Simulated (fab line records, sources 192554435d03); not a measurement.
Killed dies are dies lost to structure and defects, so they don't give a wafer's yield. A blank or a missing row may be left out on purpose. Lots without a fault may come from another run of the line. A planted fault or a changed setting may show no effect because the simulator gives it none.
Which tool did it? | flow n5_finfet | 10 lots, 30 wafers sampled, at 5 steps of a route of 1938

WHAT THE GAUGES READ, wafer by wafer
N5_HKMG_FIN_CD_MEAS_49: target cd 202 nm. Usual: cd_nm 202.2 nm, standard deviation 0.66.
lot  | measured    | on        | cd_nm (nm)        | flag
L545 | day 4 11:22 | cd_sem-03 | 202.0 201.7 202.2 |
L546 | day 4 16:59 | cd_sem-03 | 203.2 202.2 202.6 |
L549 | day 5 14:29 | cd_sem-03 | 203.0 201.4 202.3 |
L553 | day 6 14:02 | cd_sem-02 | 210.2 210.4 210.3 | OFF
L554 | day 6 18:14 | cd_sem-02 | 209.7 208.8 209.8 | OFF
L555 | day 7 06:26 | cd_sem-03 | 208.5 207.6 207.1 | OFF
L556 | day 7 09:37 | cd_sem-01 | 205.1 205.2 205.1 | OFF
L561 | day 8 09:15 | cd_sem-03 | 202.5 201.8 202.3 |
L563 | day 8 23:16 | cd_sem-01 | 201.7 201.9 202.4 |
L565 | day 9 12:44 | cd_sem-03 | 202.3 202.3 201.0 |

WHICH TOOL RAN EACH LOT (tool, then ch and the chambers of the sampled wafers, then the start)
lot  | N5_SDB_HM_DEP_00               | N5_SDB_STRIP_21                   | N5_DUMMY_REMOVAL_STRIP_10         | N5_HKMG_FIN_EXPOSE_46
L545 | pecvd-01 ch 0,2, day 4 05:37   | rie_diel-06 ch 0,2, day 4 06:14   | rie_diel-05 ch 1,3, day 4 10:00   | arfi_scanner-01 ch 0, day 4 11:14
L546 | pecvd-01 ch 0,2, day 4 10:49   | rie_diel-01 ch 0,2,3, day 4 11:46 | rie_diel-03 ch 0,1,2, day 4 15:31 | arfi_scanner-02 ch 0, day 4 16:52
L549 | pecvd-03 ch 1,2, day 5 08:09   | rie_diel-06 ch 0,1,3, day 5 08:47 | rie_diel-04 ch 1,2, day 5 13:01   | arfi_scanner-01 ch 0, day 5 14:22
L553 | pecvd-02 ch 0,1,2, day 6 07:50 | rie_diel-06 ch 0,3, day 6 08:40   | rie_diel-05 ch 0,1,3, day 6 12:28 | arfi_scanner-01 ch 0, day 6 13:55
L554 | pecvd-02 ch 0,1,2, day 6 12:11 | rie_diel-01 ch 2,3, day 6 12:59   | rie_diel-04 ch 0,2,3, day 6 16:50 | arfi_scanner-01 ch 0, day 6 18:07
L555 | pecvd-02 ch 0,1, day 6 23:56   | rie_diel-06 ch 2,3, day 7 01:00   | rie_diel-03 ch 1,2, day 7 05:06   | arfi_scanner-01 ch 0, day 7 06:19
L556 | pecvd-02 ch 1,2, day 7 03:15   | rie_diel-06 ch 0,2, day 7 04:00   | rie_diel-05 ch 0,3, day 7 08:11   | arfi_scanner-01 ch 0, day 7 09:29
L561 | pecvd-02 ch 0,2, day 8 03:11   | rie_diel-01 ch 1,2,3, day 8 04:04 | rie_diel-05 ch 0,1,3, day 8 07:47 | arfi_scanner-02 ch 0, day 8 09:08
L563 | pecvd-01 ch 0,1,2, day 8 16:50 | rie_diel-06 ch 0,2,3, day 8 17:35 | rie_diel-03 ch 0,1,2, day 8 21:37 | arfi_scanner-03 ch 0, day 8 23:09
L565 | pecvd-01 ch 0,1,2, day 9 06:37 | rie_diel-06 ch 0,2, day 9 07:22   | rie_diel-03 ch 1,2,3, day 9 11:11 | arfi_scanner-02 ch 0, day 9 12:37
- N5_SDB_HM_DEP_00: deposits SiNx from SiH4/NH3/N2, target thk 40 nm, time 35.3 s.
- N5_SDB_STRIP_21: strips in CF4.
- N5_DUMMY_REMOVAL_STRIP_10: strips in N2/H2, time 40 s.
- N5_HKMG_FIN_EXPOSE_46: exposes mask NDIPOLE.

WHAT THE TOOLS THEMSELVES READ (means of the sampled wafers that have a number; where no wafer has one, the mark that the record gives instead)
N5_SDB_HM_DEP_00. Usual: heater_power_w 746 W, standard deviation 51; showerhead_plenum_p_Torr 5.14 Torr, standard deviation 0.052; throttle_valve_pct 39.5 %, standard deviation 2.3.
lot  | tool     | heater_power_w (W) | showerhead_plenum_p_Torr (Torr) | throttle_valve_pct (%) | flag
L545 | pecvd-01 | 798                | 5.18                            | 41.5                   |
L546 | pecvd-01 | 806                | 5.19                            | 40.8                   |
L549 | pecvd-03 | 746                | 5.20                            | 37.5                   |
L553 | pecvd-02 | 729                | 5.10                            | 37.6                   |
L554 | pecvd-02 | 734                | 5.10                            | 37.8                   |
L555 | pecvd-02 | 763                | 5.08                            | 38.3                   |
L556 | pecvd-02 | 778                | 5.09                            | 37.7                   |
L561 | pecvd-02 | 743                | 5.12                            | 38.1                   |
L563 | pecvd-01 | 745                | 5.16                            | 42.1                   |
L565 | pecvd-01 | 803                | 5.17                            | 42.3                   |

N5_SDB_STRIP_21. Usual: drypump_motor_current_A 5.5 A, standard deviation 0.34; oes_product_au 0.76 a.u., standard deviation 0.065; rf_vpp_V 271.3 V, standard deviation 1.4; showerhead_plenum_p_Torr 1.80 Torr, standard deviation 0.049; throttle_valve_pct 13.73 %, standard deviation 0.2.
lot  | tool        | drypump_motor_current_A (A) | oes_product_au (a.u.) | rf_vpp_V (V) | showerhead_plenum_p_Torr (Torr) | throttle_valve_pct (%) | flag
L545 | rie_diel-06 | 5.1                         | 0.73                  | 271.7        | 1.86                            | 13.73                  |
L546 | rie_diel-01 | 5.7                         | 0.81                  | 272.1        | 1.81                            | 13.60                  |
L549 | rie_diel-06 | 5.4                         | 0.73                  | 270.7        | 1.79                            | 13.81                  |
L553 | rie_diel-06 | 5.7                         | 0.75                  | 270.9        | 1.78                            | 13.78                  |
L554 | rie_diel-01 | 5.7                         | 0.75                  | 271.4        | 1.79                            | 13.75                  |
L555 | rie_diel-06 | 5.4                         | 0.72                  | 271.9        | 1.81                            | 13.69                  |
L556 | rie_diel-06 | 5.1                         | 0.71                  | 272.4        | 1.85                            | 13.78                  |
L561 | rie_diel-01 | 5.7                         | 0.80                  | 271.2        | 1.81                            | 13.66                  |
L563 | rie_diel-06 | 5.4                         | 0.72                  | 271.2        | 1.81                            | 13.82                  |
L565 | rie_diel-06 | 5.2                         | 0.70                  | 272.7        | 1.85                            | 13.93                  |

N5_DUMMY_REMOVAL_STRIP_10. Usual: drypump_motor_current_A 5.6 A, standard deviation 0.52; h2_flow_sccm 300.1 sccm, standard deviation 0.89; oes_product_au 0.79 a.u., standard deviation 0.082; rf_vpp_V 45.4 V, standard deviation 0.81; showerhead_plenum_p_Torr 3.41 Torr, standard deviation 0.12; throttle_valve_pct 12.24 %, standard deviation 0.25.
lot  | tool        | drypump_motor_current_A (A) | h2_flow_sccm (sccm) | oes_product_au (a.u.) | rf_vpp_V (V) | showerhead_plenum_p_Torr (Torr) | throttle_valve_pct (%) | flag
L545 | rie_diel-05 | 6.0                         | 299.7               | 0.95                  | 45.6         | 3.39                            | 11.86                  |
L546 | rie_diel-03 | 5.7                         | 299.9               | 0.75                  | 45.7         | 3.37                            | 12.36                  |
L549 | rie_diel-04 | 5.1                         | 299.7               | 0.75                  | 45.3         | 3.32                            | 12.31                  |
L553 | rie_diel-05 | 5.9                         | 299.7               | 0.88                  | 45.1         | 3.48                            | 11.97                  |
L554 | rie_diel-04 | 5.1                         | 300.3               | 0.75                  | 45.9         | 3.36                            | 12.16                  |
L555 | rie_diel-03 | 6.1                         | 300.3               | 0.71                  | 45.3         | 3.44                            | 12.35                  |
L556 | rie_diel-05 | 5.9                         | 300.4               | 0.87                  | 45.7         | 3.47                            | 11.94                  |
L561 | rie_diel-05 | 5.8                         | 300.3               | 0.86                  | 46.0         | 3.47                            | 12.02                  |
L563 | rie_diel-03 | 5.7                         | 300.7               | 0.72                  | 45.2         | 3.35                            | 12.45                  |
L565 | rie_diel-03 | 6.2                         | 300.1               | 0.79                  | 45.0         | 3.37                            | 12.30                  |

N5_HKMG_FIN_EXPOSE_46. Usual: exposure_dose_mJ_cm2 39.98, standard deviation 0.039; reticle_temp_C 23.00 C, standard deviation 0.11; stage_vel_mm_s 500.02 mm/s, standard deviation 0.24.
lot  | tool            | exposure_dose_mJ_cm2 | reticle_temp_C (C) | stage_vel_mm_s (mm/s) | flag
L545 | arfi_scanner-01 | 40.04                | 23.02              | 500.17                |
L546 | arfi_scanner-02 | 40.01                | 23.06              | 500.08                |
L549 | arfi_scanner-01 | 39.98                | 22.89              | 499.97                |
L553 | arfi_scanner-01 | 45.23                | 23.02              | 500.22                | OFF
L554 | arfi_scanner-01 | 44.13                | 23.03              | 500.10                | OFF
L555 | arfi_scanner-01 | 43.36                | 23.00              | 499.89                | OFF
L556 | arfi_scanner-01 | 42.65                | 23.06              | 500.17                | OFF
L561 | arfi_scanner-02 | 39.95                | 23.11              | 499.99                |
L563 | arfi_scanner-03 | 40.01                | 23.00              | 499.96                |
L565 | arfi_scanner-02 | 39.94                | 22.92              | 500.40                |

THE ANSWER, worked out from the rows above alone
Rule: a lot is off if the mean of its wafers that have a number lies more than 3 standard deviations from the usual mean. A lot without any number at a reading at which 4 lots or more have one is off too. The other lots that the step has rows for count as sound. The gauges are gone through in route order, then the tools' own readings, and for those a lot's mean is taken as printed above. The first step at which some lot is off is used, and at that step the reading that is off furthest; a lot without a number counts as furthest.
Off: L553, L554, L555, L556, at N5_HKMG_FIN_CD_MEAS_49 (cd_nm).
A tool fits if, at a process step before that reading, it ran every lot that is off, and no sound lot after the first of them. The gauges at N5_HKMG_FIN_CD_MEAS_49 aren't tried: what is off there is off at N5_HKMG_FIN_EXPOSE_46 too, on other tools, and a gauge's error can't cause that. One fits: arfi_scanner-01 at N5_HKMG_FIN_EXPOSE_46. Its last sound lot is L549 (day 5 14:22), its first lot that is off L553 (day 6 13:55): a fault that began between those two fits.
The tool's own readings at N5_HKMG_FIN_EXPOSE_46 bear it out: on the lots that are off they differ by more than 5 times the standard deviation of the sound lots' means. exposure_dose_mJ_cm2 reads 43.84 there against 39.99 on the sound lots.

WHAT THE SIMULATOR HAD PUT IN
Process parameter drift: arfi_scanner-01, from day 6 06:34 on, at N5_HKMG_FIN_EXPOSE_46. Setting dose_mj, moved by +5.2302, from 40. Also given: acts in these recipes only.
Lots struck among those shown: L553, L554, L555, L556. The rule above found the same.
